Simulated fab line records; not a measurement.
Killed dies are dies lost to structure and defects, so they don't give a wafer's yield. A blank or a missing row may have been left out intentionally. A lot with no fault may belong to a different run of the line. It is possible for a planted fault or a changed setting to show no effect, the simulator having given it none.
fab line records    flow nand_harc
record lots=12  wafers=36  last_day=24
route steps=1159 shown A_BONDPAD@1060 END@1159
lots with no fault: from the same line, run without faults
start_h: start of the lot's first displayed wafer, in hours after the record's first day    wait_h: hours from the lot's prior step to this one    " the same as in the row above    L1.1+2: one row covering several wafers at once    - either no value or no given start    * or withheld: withheld    < > ~ a bound
route shown NAME@n: a module of which the file shows steps, and the number in the route of the first    usual: mean and standard deviation over wafers with no fault    same: alike in all rows    chamber/n: place in a boat    sites: readings site by site    _std_site: standard deviation of those values    _edge_site: outer sites' mean less inner sites'    radius_mm: for every site, how far away it sits from the centre of the wafer    mask NAME#n: copy n    behind: tool/chamber where the wafer was last shaped    hold: why the lot went on hold/how many hours it stayed there/how the hold came to an end    device: whichever transistor did not switch (one of n, p or np)    end of line: the same wafers' tests at the end of the route    a step with no rows: only its recipe    killed: dies lost to structure and defects at the first sort, not the wafer's yield    map: a wafer's dies, marking killed ones x, the rest . and places with no die _
set.NAME: the setting as run; set.NAME@STEP: as run at that earlier step    model.NAME: the simulator's own value behind a step, which no gauge read
one table for each step of the route and one row for each wafer, over a sample of lots
services: when a tool's chamber went out of use (start_h, in hours from the record's first day, below 0 if earlier), for how many hours, and the reason
## steps
# step NHARC_A_BONDPAD_CMP_29
# recipe target_thk_nm=200  material=SiCN
# usual motor_current_A=12.1/1.3  slurry_filter_dp_kPa=13.49/0.14
lot.wafer  tool    chamber  start_h  wait_h  motor_current_A  slurry_filter_dp_kPa
L703.3     cmp-03  3        410.89   -       11.6             13.54
L703.2     "       1        "        "       11.5             13.39
L703.5     "       0        "        "       11.7             13.25
L705.3     cmp-03  2        413.09   -       15.0             13.64
L705.6     "       1        "        "       11.5             13.71
L705.5     "       2        "        "       13.3             13.53
L706.2     cmp-01  1        437.17   -       11.0             13.56
L706.1     "       3        "        "       13.1             13.55
L706.3     "       0        "        "       11.4             13.50
L707.1     cmp-04  3        451.71   -       10.9             13.60
L707.5     "       0        "        "       13.8             13.53
L707.6     "       1        "        "       11.3             13.61
L708.4     cmp-04  0        452.41   -       13.6             13.33
L708.5     "       1        "        "       10.8             13.54
L708.6     "       2        "        "       14.8             13.45
L709.4     cmp-04  1        459.59   -       11.0             13.55
L709.3     "       3        "        "       11.0             13.55
L709.6     "       2        "        "       14.6             13.32
L710.3     cmp-04  2        460.03   -       13.9             13.37
L710.2     "       3        "        "       10.6             13.54
L710.4     "       0        "        "       13.0             13.72
L713.1     cmp-03  0        477.49   -       11.2             13.35
L713.3     "       1        "        "       11.5             13.47
L713.5     "       0        "        "       10.2             13.63
L714.2     cmp-04  2        478.02   -       14.5             13.42
L714.3     "       0        "        "       13.1             13.60
L714.5     "       2        "        "       15.0             13.38
L715.3     cmp-04  1        492.02   -       11.1             13.52
L715.1     "       2        "        "       14.6             13.38
L715.6     "       3        "        "       11.0             13.66
L724.3     cmp-01  2        538.87   -       11.2             13.44
L724.2     "       0        "        "       11.4             13.51
L724.6     "       2        "        "       11.0             13.51
L723.4     cmp-01  3        543.35   -       13.3             13.40
L723.3     "       0        "        "       12.1             13.41
L723.1     "       1        "        "       11.3             13.50
# step NHARC_A_BONDPAD_CD_MEAS_09
# recipe target_cd_nm=500  landing_energy_ev=500
# usual cd_nm=499.9/1.2
lot.wafer  tool       chamber  start_h  wait_h  cd_nm
L703.2     cd_sem-03  0        411.58   -       499.0
L703.3     "          0        "        "       499.7
L703.5     "          0        "        "       499.8
L705.3     cd_sem-02  0        413.79   -       498.4
L705.5     "          0        "        "       501.2
L705.6     "          0        "        "       500.9
L706.1     cd_sem-02  0        437.98   -       499.6
L706.2     "          0        "        "       498.8
L706.3     "          0        "        "       499.2
L707.1     cd_sem-03  0        452.46   -       499.3
L707.5     "          0        "        "       497.5
L707.6     "          0        "        "       498.6
L708.4     cd_sem-01  0        453.16   -       500.6
L708.5     "          0        "        "       499.8
L708.6     "          0        "        "       498.1
L709.3     cd_sem-01  0        460.29   -       499.3
L709.4     "          0        "        "       500.3
L709.6     "          0        "        "       500.4
L710.2     cd_sem-02  0        460.69   -       500.1
L710.3     "          0        "        "       499.4
L710.4     "          0        "        "       500.0
L713.1     cd_sem-01  0        478.36   -       497.1
L713.3     "          0        "        "       499.7
L713.5     "          0        "        "       499.0
L714.2     cd_sem-02  0        478.85   -       500.2
L714.3     "          0        "        "       499.5
L714.5     "          0        "        "       502.1
L715.1     cd_sem-03  0        492.67   -       500.5
L715.3     "          0        "        "       502.1
L715.6     "          0        "        "       501.6
L724.2     cd_sem-01  0        539.66   -       500.2
L724.3     "          0        "        "       498.9
L724.6     "          0        "        "       498.7
L723.1     cd_sem-03  0        544.04   -       499.8
L723.3     "          0        "        "       499.7
L723.4     "          0        "        "       499.4
# step NHARC_A_BONDPAD_ETCH_12
# recipe target_depth_a=2200  time_s=110  chf3_flow_sccm=50  o2_flow_sccm=10  ar_flow_sccm=200  rf_w=500  bias_w=200  chemistry=CHF3/O2
# usual drypump_motor_current_A=5.8/0.5  oes_product_au=0.938/0.022  rf_fwd_power_W=497.2/1.7  rf_vpp_V=372.0/2.2  run_length_s=131.3/0.37  showerhead_plenum_p_Torr=2.46/0.093  throttle_valve_pct=20.571/0.01
lot.wafer  tool         chamber  start_h  wait_h  drypump_motor_current_A  oes_product_au  rf_fwd_power_W  rf_hours_counter_h  rf_vpp_V  run_length_s  showerhead_plenum_p_Torr  throttle_valve_pct
L703.2     rie_diel-02  0        411.98   -       6.3                      0.929           499.0           16                  373.5     131.4         2.53                      20.571
L703.3     "            1        "        "       4.9                      0.916           497.2           13                  371.0     131.2         2.45                      20.574
L703.5     "            3        "        "       5.8                      0.921           497.2           -                   369.7     131.5         2.50                      20.571
L705.3     rie_diel-06  0        414.18   -       5.8                      0.945           498.0           6                   372.6     131.3         2.53                      20.572
L705.6     "            0        "        "       5.8                      0.946           496.3           -                   373.9     131.4         2.53                      20.590
L705.5     "            1        "        "       6.6                      0.935           499.9           -                   373.9     131.7         2.53                      20.593
L706.3     rie_diel-06  2        438.37   -       6.0                      0.950           494.6           0                   370.0     131.5         2.42                      20.583
L706.1     "            3        "        "       5.9                      0.975           495.1           0                   374.6     131.0         2.51                      20.577
L706.2     "            1        "        "       6.6                      0.966           499.9           0                   374.1     131.2         2.53                      20.579
L707.1     rie_diel-11  0        452.87   -       5.1                      0.925           496.9           29                  375.2     131.3         2.59                      20.591
L707.5     "            2        "        "       4.8                      0.926           498.1           -                   372.6     130.4         2.49                      20.593
L707.6     "            3        "        "       5.9                      0.923           498.4           -                   373.8     131.6         2.54                      20.555
L708.4     rie_diel-02  0        453.57   -       6.3                      0.932           497.4           24                  373.3     130.7         2.53                      20.567
L708.6     "            1        "        "       5.0                      0.907           494.9           -                   371.9     131.0         2.44                      20.570
L708.5     "            2        "        "       5.5                      0.917           497.1           -                   367.1     131.7         2.24                      20.563
L709.4     rie_diel-06  1        460.68   -       6.6                      0.970           495.5           1                   372.3     131.6         2.53                      20.565
L709.3     "            2        "        "       6.1                      0.955           497.8           1                   371.1     131.2         2.42                      20.561
L709.6     "            1        "        "       6.6                      0.966           495.9           -                   374.0     131.3         2.53                      20.565
L710.4     rie_diel-02  1        461.25   -       4.9                      0.918           497.6           23                  371.0     131.1         2.44                      20.587
L710.2     "            2        "        "       5.5                      0.921           498.7           25                  365.5     131.6         2.24                      20.562
L710.3     "            3        "        "       5.8                      0.928           495.1           25                  373.1     132.2         2.49                      20.568
L713.3     rie_diel-02  2        479.15   -       5.5                      0.920           500.9           29                  366.8     132.0         2.24                      20.567
L713.1     "            1        "        "       4.9                      0.913           496.1           28                  370.7     131.1         2.44                      20.569
L713.5     "            3        "        "       5.8                      0.913           495.4           -                   371.6     131.4         2.49                      20.585
L714.3     rie_diel-11  1        479.24   -       6.3                      0.921           495.3           44                  367.0     130.8         2.26                      20.558
L714.2     "            3        "        "       5.9                      0.933           501.3           37                  373.9     131.9         2.53                      20.562
L714.5     "            0        "        "       5.1                      0.920           498.9           -                   376.1     130.7         2.58                      20.555
L715.3     rie_diel-06  1        493.09   -       6.6                      0.966           496.2           3                   372.5     131.1         2.53                      20.557
L715.1     "            2        "        "       6.0                      0.955           499.7           2                   371.0     131.2         2.42                      20.578
L715.6     "            2        "        "       6.0                      0.951           498.7           -                   371.4     130.8         2.42                      20.574
L724.3     rie_diel-02  0        540.05   -       6.3                      0.928           -               5                   373.8     127.2         2.52                      20.556
L724.2     "            3        "        "       5.8                      0.916           496.7           5                   372.4     131.5         2.49                      20.576
L724.6     "            1        "        "       4.9                      0.924           495.4           -                   370.6     131.4         2.44                      20.566
L723.4     rie_diel-02  1        544.53   -       5.0                      0.923           494.7           6                   370.6     131.6         2.43                      20.581
L723.3     "            3        "        "       5.8                      0.925           -               5                   373.4     127.5         2.49                      20.572
L723.1     "            0        "        "       6.3                      0.919           -               5                   374.4     127.1         2.52                      20.556
# step NHARC_A_BONDPAD_PVD_17
# recipe target_thk_a=50  bias_v=168.6  power_w=15000  chamber_pressure_pa=0.12  time_s=8.06  substrate_temp_c=50  material=TaN
# usual substrate_temp_c=50.01/0.11  throttle_valve_pct=30.5/0.93
lot.wafer  tool            chamber  start_h  wait_h  substrate_temp_c  throttle_valve_pct
L703.3     pvd_sputter-03  -        -        -       50.05             31.4
L703.2     "               -        "        "       49.94             30.5
L703.5     "               -        "        "       49.98             30.7
L705.3     pvd_sputter-03  -        -        -       50.01             30.6
L705.6     "               -        "        "       50.00             30.7
L705.5     "               -        "        "       50.24             30.5
L706.1     pvd_sputter-03  -        -        -       49.97             31.0
L706.2     "               -        "        "       49.93             31.6
L706.3     "               -        "        "       50.08             30.6
L707.1     pvd_sputter-03  -        -        -       50.06             30.8
L707.6     "               -        "        "       49.96             30.8
L707.5     "               -        "        "       50.16             30.3
L708.4     pvd_sputter-01  -        -        -       50.13             28.5
L708.5     "               -        "        "       50.03             31.0
L708.6     "               -        "        "       49.99             28.3
L709.3     pvd_sputter-02  -        -        -       50.04             30.2
L709.4     "               -        "        "       50.02             30.7
L709.6     "               -        "        "       50.03             30.2
L710.2     pvd_sputter-01  -        -        -       50.03             28.5
L710.3     "               -        "        "       49.87             30.8
L710.4     "               -        "        "       49.80             31.3
L713.1     pvd_sputter-03  -        -        -       50.16             30.7
L713.3     "               -        "        "       49.91             31.4
L713.5     "               -        "        "       50.10             30.3
L714.2     pvd_sputter-02  -        -        -       49.90             30.4
L714.3     "               -        "        "       49.86             30.1
L714.5     "               -        "        "       49.94             28.8
L715.1     pvd_sputter-02  -        -        -       50.08             28.7
L715.3     "               -        "        "       49.89             30.0
L715.6     "               -        "        "       50.06             28.6
L724.2     pvd_sputter-01  -        -        -       50.06             31.2
L724.3     "               -        "        "       49.98             28.5
L724.6     "               -        "        "       50.03             31.4
L723.1     pvd_sputter-02  -        -        -       49.88             28.8
L723.4     "               -        "        "       50.00             30.4
L723.3     "               -        "        "       50.32             30.3
# step NHARC_END_SORT_01
# recipe temp_c=25
# usual defect_limited_yield=95.1/1.6  killed_at_array=29/11  killed_at_other=0.6/0.92  killed_at_periphery=3.2/2  killed_dies=33/11  killed_open=3.2/2  killed_short=1.9/1.5  sort_bin_2_pct=1.6/0.67  sort_bin_3_pct=0.26/0.22  sort_bin_4_pct=3.1/1.1  sort_n_pass=644/11  sort_rim_yield_pct=96.3/2.5  sort_yield_pct=95.1/1.6
# same gross_dies=677  sort_bin_5_pct[%]=0  sort_bin_6_pct[%]=0  sort_bin_7_pct[%]=0  sort_bin_8_pct[%]=0  sort_rim_n_gross=106.00
lot.wafer  tool       chamber  start_h  wait_h  defect_limited_yield[%]  killed_at_array  killed_at_other  killed_at_periphery  killed_dies  killed_open  killed_short  sort_bin_2_pct[%]  sort_bin_3_pct[%]  sort_bin_4_pct[%]  sort_n_pass  sort_rim_yield_pct[%]  sort_yield_pct[%]
L705.3     prober-01  0        455.35   3.1     95.9                     25               2                1                    28           4            1             1.5                0.44               2.2                649          97.2                   95.9
L705.5     prober-01  0        456.93   3.7     96.9                     19               0                2                    21           5            2             0.7                0.15               2.2                656          99.1                   96.9
L705.6     prober-01  0        457.72   3.9     96.6                     23               0                0                    23           2            2             1.0                0.15               2.2                654          97.2                   96.6
L703.2     prober-02  0        460.25   2.8     96.9                     19               0                2                    21           1            1             0.9                0                  2.2                656          97.2                   96.9
L703.3     prober-02  0        461.03   3.1     96.2                     23               0                3                    26           3            1             0.7                0                  3.1                651          99.1                   96.2
L703.5     prober-02  0        462.61   3.7     96.8                     22               0                0                    22           4            3             1.2                0.15               1.9                655          99.1                   96.8
L706.1     prober-01  0        470.61   2.5     94.4                     35               1                2                    38           3            4             2.2                0                  3.4                639          93.4                   94.4
L706.2     prober-01  0        471.42   2.8     94.7                     34               1                1                    36           0            0             2.1                0.30               3.0                641          98.1                   94.7
L706.3     prober-01  0        472.24   3.1     94.7                     32               1                3                    36           1            4             1.3                0.59               3.4                641          98.1                   94.7
L707.1     prober-01  0        484.80   2.5     94.5                     31               1                5                    37           1            2             0.9                0.30               4.3                640          96.2                   94.5
L707.5     prober-01  0        488.00   3.7     93.5                     38               1                5                    44           0            1             2.8                0.15               3.5                633          96.2                   93.5
L707.6     prober-01  0        488.79   4.0     94.5                     30               3                4                    37           3            4             1.6                0.44               3.4                640          99.1                   94.5
L708.4     prober-02  0        487.30   3.5     97.8                     12               2                1                    15           0            3             1.0                0                  1.2                662          99.1                   97.8
L708.5     prober-02  0        488.11   3.8     96.8                     12               6                4                    22           4            2             1.5                0.15               1.6                655          96.2                   96.8
L708.6     prober-02  0        488.92   4.1     97.0                     17               0                3                    20           8            3             0.6                0.15               2.2                657          98.1                   97.0
L710.2     prober-02  0        493.71   2.8     97.0                     17               0                3                    20           2            4             0.7                0.30               1.9                657          97.2                   97.0
L710.3     prober-02  0        494.51   3.1     96.6                     21               1                1                    23           4            3             0.7                0.59               2.1                654          98.1                   96.6
L710.4     prober-02  0        495.32   3.4     98.1                     9                0                4                    13           0            3             1.2                0                  0.7                664          97.2                   98.1
L709.3     prober-01  0        494.48   3.1     92.3                     46               1                5                    52           4            4             2.8                0.44               4.4                625          94.3                   92.3
L709.4     prober-01  0        495.29   3.4     90.5                     58               2                4                    64           10           3             2.8                0.30               6.4                613          98.1                   90.5
L709.6     prober-01  0        496.91   4.1     93.2                     43               0                3                    46           5            1             2.2                0.44               4.1                631          99.1                   93.2
L713.1     prober-02  0        510.80   2.5     95.4                     26               0                5                    31           6            1             1.3                0.15               3.1                646          94.3                   95.4
L713.3     prober-02  0        512.39   3.1     96.0                     25               0                2                    27           1            3             0.9                0.15               3.0                650          95.3                   96.0
L713.5     prober-02  0        513.99   3.7     95.3                     28               0                4                    32           1            1             1.3                0.44               3.0                645          94.3                   95.3
L714.2     prober-01  0        511.62   2.8     92.5                     45               0                6                    51           4            1             2.7                0.30               4.6                626          93.4                   92.5
L714.3     prober-01  0        512.40   3.1     93.1                     45               0                2                    47           2            3             2.8                0.30               3.8                630          97.2                   93.1
L714.5     prober-01  0        513.97   3.6     94.7                     35               0                1                    36           7            1             1.3                0.30               3.7                641          97.2                   94.7
L715.1     prober-01  0        527.10   2.5     97.6                     13               0                3                    16           5            2             0.7                0                  1.6                661          99.1                   97.6
L715.3     prober-01  0        528.70   3.1     97.0                     18               1                1                    20           6            2             1.0                0.15               1.8                657          97.2                   97.0
L715.6     prober-01  0        531.10   4.0     98.2                     11               1                0                    12           4            0             0.6                0                  1.2                665          98.1                   98.2
L724.2     prober-02  0        579.19   2.8     94.5                     32               0                5                    37           0            1             1.2                0.44               3.8                640          96.2                   94.5
L724.3     prober-02  0        579.98   3.1     91.4                     52               0                6                    58           3            5             1.9                0.44               6.2                619          87.7                   91.4
L724.6     prober-02  0        582.36   4.0     92.2                     47               0                6                    53           2            1             2.1                0.44               5.3                624          97.2                   92.2
L723.1     prober-01  0        579.35   2.5     94.5                     33               1                3                    37           5            4             2.4                0.15               3.0                640          94.3                   94.5
L723.3     prober-01  0        580.94   3.1     93.6                     41               1                1                    43           5            0             2.7                0                  3.7                634          96.2                   93.6
L723.4     prober-01  0        581.74   3.4     95.4                     28               1                2                    31           2            4             1.6                0.44               2.5                646          90.6                   95.4
# killed by level:class
L705.3 A_CHANNEL_HOLE_D1:chamber_film_flake=18 STARTING-WAFER:geometric_particle:open=2 A_CHANNEL_FILL_D1:chamber_film_flake=2 A_WL_FILL:chamber_film_flake=2 P_M1:geometric_particle:open=1 A_CHANNEL_FILL_D1:geometric_particle:open=1 A_CONTACT:geometric_particle:short=1 A_CONTACT:chamber_film_flake=1
L705.5 A_CHANNEL_HOLE_D1:chamber_film_flake=12 A_ONON_D1:geometric_particle:short=2 A_M0:geometric_particle:open=2 P_CONTACT:geometric_particle:open=1 A_CHANNEL_FILL_D1:geometric_particle:open=1 A_CONTACT:geometric_particle:open=1 P_BONDPAD:chamber_film_flake=1 A_CHANNEL_FILL_D1:chamber_film_flake=1
L705.6 A_CHANNEL_HOLE_D1:chamber_film_flake=15 A_CHANNEL_FILL_D1:chamber_film_flake=2 A_ONON_D1:geometric_particle:open=1 A_ONON_D1:geometric_particle:short=1 A_CHANNEL_FILL_D1:geometric_particle:short=1 A_CONTACT:geometric_particle:open=1 A_SLIT:chamber_film_flake=1 A_CONTACT:chamber_film_flake=1
L703.2 A_CHANNEL_HOLE_D1:chamber_film_flake=13 P_STI:chamber_film_flake=2 A_STAIRCASE:chamber_film_flake=2 A_BLC:geometric_particle:open=1 A_M0:geometric_particle:short=1 A_SLIT:chamber_film_flake=1 A_CONTACT:chamber_film_flake=1
L703.3 A_CHANNEL_HOLE_D1:chamber_film_flake=11 A_STAIRCASE:chamber_film_flake=4 P_STI:chamber_film_flake=3 A_CONTACT:geometric_particle:open=2 A_ZERO_WELL:chamber_film_flake=2 A_BLC:geometric_particle:short=1 A_M1:geometric_particle:open=1 A_WL_FILL:chamber_film_flake=1
L703.5 A_CHANNEL_HOLE_D1:chamber_film_flake=11 A_CONTACT:geometric_particle:open=2 A_CONTACT:chamber_film_flake=2 A_ONON_D1:geometric_particle:short=1 A_CONTACT:geometric_particle:short=1 A_BLC:geometric_particle:open=1 A_M0:geometric_particle:open=1 A_M1:geometric_particle:short=1
L706.1 A_CHANNEL_HOLE_D1:chamber_film_flake=16 A_SLIT:chamber_film_flake=7 A_STAIRCASE:chamber_film_flake=4 A_CONTACT:geometric_particle:short=2 A_ONON_D1:geometric_particle:short=1 A_CHANNEL_HOLE_D1:geometric_particle:open=1 A_CHANNEL_FILL_D1:geometric_particle:open=1 A_WL_FILL:geometric_particle:short=1
L706.2 A_CHANNEL_HOLE_D1:chamber_film_flake=16 A_SLIT:chamber_film_flake=12 A_STAIRCASE:chamber_film_flake=4 P_GATE:chamber_film_flake=1 A_CHANNEL_FILL_D1:chamber_film_flake=1 A_BLC:chamber_film_flake=1 THIN_TSV:chamber_film_flake=1
L706.3 A_CHANNEL_HOLE_D1:chamber_film_flake=11 A_SLIT:chamber_film_flake=10 A_CHANNEL_FILL_D1:chamber_film_flake=3 P_ZERO_WELL:chamber_film_flake=2 A_STAIRCASE:chamber_film_flake=2 P_M1:geometric_particle:open=1 A_CHANNEL_HOLE_D1:geometric_particle:short=1 A_WL_FILL:geometric_particle:short=1
L707.1 A_CHANNEL_HOLE_D1:chamber_film_flake=18 A_SLIT:chamber_film_flake=7 P_STI:chamber_film_flake=3 A_SGD_CUT:chamber_film_flake=2 A_CONTACT:chamber_film_flake=2 P_ZERO_WELL:geometric_particle:open=1 P_CONTACT:geometric_particle:short=1 A_BLC:geometric_particle:short=1
L708.4 A_STAIRCASE:chamber_film_flake=4 A_ZERO_WELL:chamber_film_flake=2 A_CHANNEL_HOLE_D1:chamber_film_flake=2 THIN_TSV:chamber_film_flake=2 A_SOURCE_PLATE:geometric_particle:short=1 A_CHANNEL_FILL_D1:geometric_particle:short=1 A_WL_FILL:geometric_particle:short=1 P_ZERO_WELL:chamber_film_flake=1
L707.5 A_CHANNEL_HOLE_D1:chamber_film_flake=18 A_SLIT:chamber_film_flake=10 P_STI:chamber_film_flake=4 A_STAIRCASE:chamber_film_flake=4 A_CHANNEL_FILL_D1:chamber_film_flake=3 A_SGD_CUT:chamber_film_flake=2 P_GATE:geometric_particle:short=1 A_CONTACT:chamber_film_flake=1
L708.5 THIN_TSV:chamber_film_flake=5 A_STAIRCASE:chamber_film_flake=4 A_WL_FILL:chamber_film_flake=2 P_M1:geometric_particle:open=1 A_CHANNEL_FILL_D1:geometric_particle:open=1 A_WL_FILL:geometric_particle:open=1 A_CONTACT:geometric_particle:open=1 A_BLC:geometric_particle:short=1
L707.6 A_SLIT:chamber_film_flake=12 A_CHANNEL_HOLE_D1:chamber_film_flake=10 A_CONTACT:chamber_film_flake=3 THIN_TSV:chamber_film_flake=3 A_CONTACT:geometric_particle:open=2 P_STI:chamber_film_flake=2 P_CONTACT:geometric_particle:short=1 P_M0:geometric_particle:short=1
L708.6 A_M0:geometric_particle:open=3 A_ONON_D1:geometric_particle:open=2 A_CHANNEL_HOLE_D1:chamber_film_flake=2 A_WL_FILL:chamber_film_flake=2 A_CONTACT:chamber_film_flake=2 P_GATE:geometric_particle:short=1 P_M0:geometric_particle:open=1 A_ONON_D1:geometric_particle:short=1
L710.2 A_STAIRCASE:chamber_film_flake=7 A_CHANNEL_FILL_D1:geometric_particle:short=2 P_BONDPAD:chamber_film_flake=2 A_CONTACT:chamber_film_flake=2 A_CHANNEL_HOLE_D1:chamber_film_flake=2 P_ZERO_WELL:geometric_particle:short=1 A_STAIRCASE:geometric_particle:open=1 A_CONTACT:geometric_particle:open=1
L709.3 A_CHANNEL_HOLE_D1:chamber_film_flake=23 A_SLIT:chamber_film_flake=11 A_CONTACT:chamber_film_flake=3 A_CONTACT:geometric_particle:open=2 P_STI:chamber_film_flake=2 A_ZERO_WELL:chamber_film_flake=2 P_CONTACT:geometric_particle:short=1 A_ONON_D1:geometric_particle:short=1
L710.3 A_CHANNEL_HOLE_D1:chamber_film_flake=7 A_STAIRCASE:chamber_film_flake=4 A_CONTACT:geometric_particle:open=3 A_ZERO_WELL:chamber_film_flake=3 A_CHANNEL_FILL_D1:geometric_particle:open=1 A_CHANNEL_FILL_D1:geometric_particle:short=1 A_SGD_CUT:geometric_particle:short=1 A_CONTACT:geometric_particle:short=1
L709.4 A_CHANNEL_HOLE_D1:chamber_film_flake=25 A_SLIT:chamber_film_flake=15 A_CHANNEL_FILL_D1:chamber_film_flake=4 A_CONTACT:geometric_particle:open=3 A_BLC:geometric_particle:open=2 A_STAIRCASE:chamber_film_flake=2 A_CONTACT:chamber_film_flake=2 THIN_TSV:chamber_film_flake=2
L710.4 A_CHANNEL_HOLE_D1:chamber_film_flake=2 A_STAIRCASE:chamber_film_flake=2 A_CONTACT:chamber_film_flake=2 P_STI:geometric_particle:short=1 P_CONTACT:geometric_particle:short=1 A_WL_FILL:geometric_particle:short=1 P_ZERO_WELL:chamber_film_flake=1 P_BONDPAD:chamber_film_flake=1
L709.6 A_CHANNEL_HOLE_D1:chamber_film_flake=20 A_SLIT:chamber_film_flake=13 A_CONTACT:chamber_film_flake=3 P_CONTACT:geometric_particle:open=1 A_ONON_D1:geometric_particle:open=1 A_SGD_CUT:geometric_particle:open=1 A_WL_FILL:geometric_particle:short=1 A_WL_FILL:geometric_particle:open=1
L713.1 A_SLIT:chamber_film_flake=9 A_CONTACT:chamber_film_flake=6 A_CHANNEL_HOLE_D1:chamber_film_flake=5 A_CONTACT:geometric_particle:open=2 A_WL_FILL:chamber_film_flake=2 P_STI:geometric_particle:open=1 P_STI:geometric_particle:short=1 P_GATE:geometric_particle:open=1
L714.2 A_CHANNEL_HOLE_D1:chamber_film_flake=22 A_SLIT:chamber_film_flake=9 A_CONTACT:chamber_film_flake=8 P_ZERO_WELL:chamber_film_flake=4 A_CHANNEL_FILL_D1:geometric_particle:open=2 P_STI:geometric_particle:open=1 A_CHANNEL_HOLE_D1:geometric_particle:short=1 A_CONTACT:geometric_particle:open=1
L713.3 A_SLIT:chamber_film_flake=9 A_CHANNEL_HOLE_D1:chamber_film_flake=4 A_CONTACT:chamber_film_flake=4 A_STAIRCASE:chamber_film_flake=3 A_WL_FILL:geometric_particle:short=2 A_CHANNEL_FILL_D1:geometric_particle:open=1 A_CHANNEL_FILL_D1:geometric_particle:short=1 P_ZERO_WELL:chamber_film_flake=1
L714.3 A_SLIT:chamber_film_flake=17 A_CHANNEL_HOLE_D1:chamber_film_flake=15 A_STAIRCASE:chamber_film_flake=3 A_CONTACT:chamber_film_flake=3 A_ONON_D1:geometric_particle:short=1 A_CHANNEL_HOLE_D1:geometric_particle:short=1 A_CHANNEL_FILL_D1:geometric_particle:open=1 A_WL_FILL:geometric_particle:short=1
L714.5 A_CHANNEL_HOLE_D1:chamber_film_flake=16 A_SLIT:chamber_film_flake=11 A_CONTACT:geometric_particle:open=3 P_M0:geometric_particle:open=1 A_ONON_D1:geometric_particle:open=1 A_CHANNEL_HOLE_D1:geometric_particle:open=1 A_CHANNEL_FILL_D1:geometric_particle:open=1 A_WL_FILL:geometric_particle:short=1
L713.5 A_SLIT:chamber_film_flake=11 A_CONTACT:chamber_film_flake=6 A_CHANNEL_HOLE_D1:chamber_film_flake=5 A_STAIRCASE:chamber_film_flake=4 P_ZERO_WELL:chamber_film_flake=2 P_M0:geometric_particle:short=1 A_CHANNEL_FILL_D1:geometric_particle:open=1 P_GATE:chamber_film_flake=1
L715.1 A_CONTACT:chamber_film_flake=4 A_STAIRCASE:chamber_film_flake=3 A_CHANNEL_HOLE_D1:geometric_particle:short=2 P_M0:geometric_particle:open=1 A_CHANNEL_FILL_D1:geometric_particle:open=1 A_WL_FILL:geometric_particle:open=1 A_CONTACT:geometric_particle:open=1 A_BLC:geometric_particle:open=1
L715.3 A_CHANNEL_HOLE_D1:chamber_film_flake=5 A_CONTACT:chamber_film_flake=4 A_WL_FILL:geometric_particle:open=2 A_STAIRCASE:chamber_film_flake=2 A_ONON_D1:geometric_particle:short=1 A_ONON_D1:geometric_particle:open=1 A_CHANNEL_FILL_D1:geometric_particle:short=1 A_CHANNEL_FILL_D1:geometric_particle:open=1
L715.6 A_CHANNEL_HOLE_D1:chamber_film_flake=3 A_CHANNEL_FILL_D1:geometric_particle:open=2 A_STAIRCASE:chamber_film_flake=2 A_CONTACT:chamber_film_flake=2 A_SGD_CUT:geometric_particle:open=1 STARTING-WAFER:geometric_particle:open=1 A_WL_FILL:chamber_film_flake=1
L724.2 A_SLIT:chamber_film_flake=20 A_CHANNEL_HOLE_D1:chamber_film_flake=6 P_M2:chamber_film_flake=3 A_CONTACT:chamber_film_flake=2 A_BLC:chamber_film_flake=2 A_BLC:geometric_particle:short=1 P_STI:chamber_film_flake=1 P_GATE:chamber_film_flake=1
L723.1 A_SLIT:chamber_film_flake=14 A_CHANNEL_HOLE_D1:chamber_film_flake=11 P_CONTACT:geometric_particle:short=2 A_WL_FILL:geometric_particle:open=2 P_CONTACT:geometric_particle:open=1 A_ONON_D1:geometric_particle:short=1 A_STAIRCASE:geometric_particle:open=1 A_CONTACT:geometric_particle:open=1
L724.3 A_SLIT:chamber_film_flake=16 A_CONTACT:chamber_film_flake=14 A_BLC:chamber_film_flake=7 A_STAIRCASE:chamber_film_flake=4 A_CHANNEL_HOLE_D1:chamber_film_flake=3 A_M1:geometric_particle:short=2 P_M2:chamber_film_flake=2 P_CONTACT:geometric_particle:short=1
L723.3 A_SLIT:chamber_film_flake=22 A_CONTACT:chamber_film_flake=5 A_CHANNEL_HOLE_D1:chamber_film_flake=4 A_STAIRCASE:chamber_film_flake=3 A_BONDPAD:area_etch=2 P_M0:geometric_particle:open=1 A_CHANNEL_HOLE_D1:geometric_particle:open=1 A_WL_FILL:geometric_particle:open=1
L723.4 A_SLIT:chamber_film_flake=10 A_CHANNEL_HOLE_D1:chamber_film_flake=7 A_CONTACT:chamber_film_flake=5 P_CONTACT:geometric_particle:short=1 A_CHANNEL_FILL_D1:geometric_particle:short=1 A_CHANNEL_FILL_D1:geometric_particle:open=1 A_BLC:geometric_particle:short=1 A_M0:geometric_particle:open=1
L724.6 A_SLIT:chamber_film_flake=17 A_CHANNEL_HOLE_D1:chamber_film_flake=10 A_CONTACT:chamber_film_flake=8 A_BLC:chamber_film_flake=5 A_STAIRCASE:chamber_film_flake=4 P_M2:chamber_film_flake=2 A_WL_FILL:chamber_film_flake=2 P_ZERO_WELL:geometric_particle:open=1
## services
tool            chamber  start_h  hours  kind
cmp-01          -        387.49   44.4   repair
pvd_sputter-02  -        392.05   10.0   pm
cmp-04          -        399.00   4.0    pm
rie_diel-06     -        418.20   9.0    pm
cmp-04          -        424.51   1.5    repair
cmp-03          -        433.16   0.2    repair
pvd_sputter-03  -        436.57   2.1    repair
cmp-04          -        446.26   0.6    repair
cmp-01          -        449.32   4.0    repair
cmp-03          -        450.06   4.0    pm
pvd_sputter-03  -        450.87   2.6    repair
cmp-01          -        453.65   1.5    repair
pvd_sputter-03  -        458.00   10.0   pm
cmp-01          -        473.53   4.0    pm
rie_diel-06     2        476.77   9.8    repair
rie_diel-06     3        486.27   12.7   repair
rie_diel-02     2        490.18   1.7    repair
cmp-04          -        497.04   4.0    pm
rie_diel-02     -        504.79   9.0    pm
rie_diel-02     0        513.83   1.9    repair
cmp-04          -        514.07   4.3    repair
pvd_sputter-02  -        517.48   4.4    repair
rie_diel-06     -        537.05   15.3   repair
cmp-04          -        543.27   0.8    repair
## key
first_sign step=NHARC_A_BONDPAD_ETCH_12  reading=run_length_s  direction=down  sigmas=11  usual=*  struck=*
effect none on later readings
met_at NHARC_A_BONDPAD_ETCH_12
struck_lots L723,L724
struck_wafers L723.1,L723.3,L724.3
not_acting_at NHARC_A_BONDPAD_CMP_29,NHARC_A_BONDPAD_CD_MEAS_09,NHARC_A_BONDPAD_PVD_17
onset_between 479.15 540.05
fault kind=process_parameter_drift  tool=rie_diel-02  chamber=-  onset_h=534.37  steps=NHARC_A_BONDPAD_ETCH_12  channel=time_s  offset=*  shape=step  end_h=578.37  scope=struck_wafers_only  acts_in=*  stated=*
